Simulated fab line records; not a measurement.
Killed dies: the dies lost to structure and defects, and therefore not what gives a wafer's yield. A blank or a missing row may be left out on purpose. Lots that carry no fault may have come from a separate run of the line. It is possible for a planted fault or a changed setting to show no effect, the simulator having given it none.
A lot that was struck, set against a sound lot	flow nand harc	14 steps out of a route of 1302
Sound: wafers L932.1, L932.3, L932.4. Wafers L938.3, L938.4, L938.6 were the ones struck. The cause is given at the end.
Per side, at each step with rows, come the tool, then ch with its chambers, and then its first start. Under that, the readings that differ: sound wafers	struck wafers	difference of the means	sigmas: that difference in standard deviations of wafers without a fault.
alike: readings whose means differ by less than 2 such deviations, and words and numbers that are the same on both sides. not compared: withheld readings, readings that some wafer has no value for, bounds like >300 that may hide the same value, and numbers for which the record gives no deviation and whose values overlap.
Wherever a step has rows on one side only, a row that says differs or no value, or a row with sigmas, the two part there. Numbers that don't overlap but have no deviation are shown without sigmas and don't part them. Lack of a reading on every wafer of one side parts them only where that side has two or more wafers.

NHARC_P_CONTACT_INSPECT_14:
  sound on defect inspect-01, day 5 22:42; struck on defect inspect-01, day 8 18:02
  alike: raw defect count
NHARC_P_CONTACT_DESCUM_17: chemistry O2, time 3 s.
  sound on rie diel-06 ch 0,1,2, day 5 22:46; struck on rie diel-06 ch 0,2, day 8 18:07
  alike: drypump motor current A, oes product au, rf vpp V, showerhead plenum p Torr, throttle valve pct
  not compared: rf hours counter h
NHARC_P_CONTACT_ETCH_35: etches the open film in CF4, target depth 39 nm, time 65 s.
  sound on rie diel-06 ch 0,1,3, day 5 22:51; struck on rie diel-06 ch 1,3, day 8 18:11
  alike: cf4 flow sccm, drypump motor current A, oes product au, rf vpp V, showerhead plenum p Torr, throttle valve pct
  not compared: rf hours counter h
NHARC_P_CONTACT_ETCH_36: etches the open film in N2/H2, target depth 260 nm, time 406.25 s.
  sound on rie diel-06 ch 0,1,3; struck on rie diel-06 ch 1,3
  alike: drypump motor current A, oes product au, rf vpp V, showerhead plenum p Torr, throttle valve pct
  not compared: rf hours counter h
then, 2 steps without rows for these wafers: NHARC_P_CONTACT_ETCH_18 (etches the open film in C4F8/O2/Ar, target depth 481 nm, time 240.5 s); NHARC_P_CONTACT_STRIP_37 (strips in C4F8/O2/Ar).
NHARC_P_CONTACT_ETCH_31: etches the open film in CH3F/O2, target depth 30 nm, time 85.7 s.
  sound on rie diel-06 ch 0,2,3; struck on rie diel-06 ch 0,1,3
  alike: drypump motor current A, oes product au, rf vpp V, showerhead plenum p Torr, throttle valve pct
  not compared: rf hours counter h
NHARC_P_CONTACT_CD_MEAS_19:
  sound on cd sem-03, day 5 23:38; struck on cd sem-01, day 8 18:59
  alike: cd nm
then, 4 steps without rows for these wafers: NHARC_P_CONTACT_STRIP_28 (strips in O2); NHARC_P_CONTACT_STRIP_29 (strips in post etch residue remover, time 1200 s); NHARC_P_CONTACT_DEGAS_38 (time 60 s); NHARC_P_CONTACT_PRE_CLEAN_39 (time 19.5 s).
NHARC_P_CONTACT_PVD_32: deposits Ti, target thk 5 nm, time 17.7 s.
  sound on pvd sputter-03, day 6 00:29; struck on pvd sputter-01, day 8 19:50
  no value came back on the struck wafers for cathode dc power W (W), chamber pressure pa (Pa), throttle valve pct (%); on the sound wafers cathode dc power W (W) reads 5000.3 4999.5 5001.0
NHARC_P_CONTACT_ALD_22: deposits TiN, target thk 3 nm, pulse time 1 s, ald cycles 150.
  sound on ald metal-01 ch 0,1,3, day 6 00:35; struck on ald metal-01 ch 0,1,3, day 8 19:56
  alike: heater power w, precursor pulse height rel

## WHERE THEY PART
Within this record, at NHARC_P_CONTACT_PVD_32 only. Later steps at which nothing parts them and some readings are alike: NHARC_P_CONTACT_ALD_22.

WHY: whatever the simulator had introduced
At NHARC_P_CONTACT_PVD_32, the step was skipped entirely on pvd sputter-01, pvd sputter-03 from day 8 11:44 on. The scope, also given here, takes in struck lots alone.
